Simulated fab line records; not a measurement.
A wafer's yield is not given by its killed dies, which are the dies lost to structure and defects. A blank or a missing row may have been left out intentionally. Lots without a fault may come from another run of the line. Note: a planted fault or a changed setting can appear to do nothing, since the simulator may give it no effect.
Matching of chambers :: flow nand-harc :: NHARC_A_CONTACT_DEP_85 on pecvd-01: 3 sister chambers
The step deposits SiON, target thk 60 nm. 5 wafers are shown with their chamber, then 8 later ones without.

EACH WAFER AND ITS CHAMBER
wafer: L078.2
chamber: 1
heater-power-w (W): 755
heater-power-outer-w (W): 425

wafer: L081.5
chamber: 2
heater-power-w (W): 634
heater-power-outer-w (W): 359

wafer: L087.5
chamber: 2
heater-power-w (W): 600
heater-power-outer-w (W): 336

wafer: L087.6
chamber: 0
heater-power-w (W): 895
heater-power-outer-w (W): 538

wafer: L091.2
chamber: 0
heater-power-w (W): 842
heater-power-outer-w (W): 488

WAFERS WITH NO CHAMBER GIVEN
wafer: L091.3
heater-power-w (W): 702
heater-power-outer-w (W): 402

wafer: L091.6
heater-power-w (W): 547
heater-power-outer-w (W): 301

wafer: L097.2
heater-power-w (W): 487
heater-power-outer-w (W): 264

wafer: L097.5
heater-power-w (W): 770
heater-power-outer-w (W): 460

wafer: L097.6
heater-power-w (W): 794
heater-power-outer-w (W): 462

wafer: L096.1
heater-power-w (W): 899
heater-power-outer-w (W): 543

wafer: L096.3
heater-power-w (W): 913
heater-power-outer-w (W): 550

wafer: L096.4
heater-power-w (W): 824
heater-power-outer-w (W): 469

WHICH CHAMBER EACH WENT THROUGH
wafer: L091.3
from the rows above: can't be placed: 1 or 2
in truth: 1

wafer: L091.6
from the rows above: 2
in truth: 2

wafer: L097.2
from the rows above: 2
in truth: 2

wafer: L097.5
from the rows above: 1
in truth: 1

wafer: L097.6
from the rows above: can't be placed: 1 or 0
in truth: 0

wafer: L096.1
from the rows above: 0
in truth: 0

wafer: L096.3
from the rows above: 0
in truth: 0

wafer: L096.4
from the rows above: can't be placed: 0 or 1
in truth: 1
Placed correctly: 5 of 8. Cannot be placed on the basis of these rows: 3; the candidates contain the true chamber in 3. Number placed wrongly: 0.
How it was worked out, from the rows above alone: a wafer's distance from a chamber is the root of the sum, over the readings, of the square of ((its reading less the chamber's mean) divided by the reading's scatter). If the next closest chamber is less than 2 further off than the closest, the wafer can't be placed; otherwise it belongs to the closest. The mean given for a chamber averages the wafers shown for that chamber. How the scatter is found: for the shown wafers, subtract from each reading the mean of its chamber, square and add these, divide the total by (wafers less chambers), then take the root.
